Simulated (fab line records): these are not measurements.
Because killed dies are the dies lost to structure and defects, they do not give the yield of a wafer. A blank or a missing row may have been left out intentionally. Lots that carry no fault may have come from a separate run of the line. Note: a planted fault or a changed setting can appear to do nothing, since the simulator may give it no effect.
Matching of chambers    flow nand-harc    NHARC_A_M0_ETCH_34 on rie-diel-04: 4 sister chambers
The step etches the open film in N2/H2, target depth 40 nm, overetch 12 nm, time 43.94 s. 8 wafers are shown with their chamber, then 7 later ones without.

## WAFERS PAIRED WITH THEIR CHAMBERS
wafer   chamber  showerhead-plenum-p-Torr (Torr)  drypump-motor-current-A (A)
L831.5  2        2.00                             5.2
L833.1  1        2.02                             6.1
L833.6  3        2.08                             5.8
L841.1  3        2.08                             5.8
L841.2  0        2.02                             5.6
L841.4  2        1.99                             5.2
L847.1  0        2.02                             5.6
L847.3  1        2.02                             6.2

## WAFERS WITHOUT THEIR CHAMBER
wafer   showerhead-plenum-p-Torr (Torr)  drypump-motor-current-A (A)
L847.4  2.02                             6.2
L846.2  2.07                             5.8
L846.3  2.02                             6.2
L846.5  2.07                             5.8
L848.2  2.02                             5.6
L848.4  1.99                             5.2
L848.5  2.02                             6.1

## THE CHAMBER EACH PASSED THROUGH
wafer   from the rows above  in truth
L847.4  1                    1
L846.2  3                    3
L846.3  1                    1
L846.5  3                    3
L848.2  0                    0
L848.4  2                    2
L848.5  1                    1
Correctly placed: 7 of 7. Number that these rows cannot place: 0. 0 placed wrongly.
How it was worked out, from the rows above alone: a wafer's distance from a chamber is the root of the sum, over the readings, of the square of ((its reading less the chamber's mean) divided by the reading's scatter). The wafer belongs to the nearest chamber; if the next one is less than 2 further off, it can't be placed. A chamber's mean is the mean of its shown wafers. The scatter: the root of (the sum of the squares of (reading less its chamber's mean) over the shown wafers, divided by (wafers less chambers)).
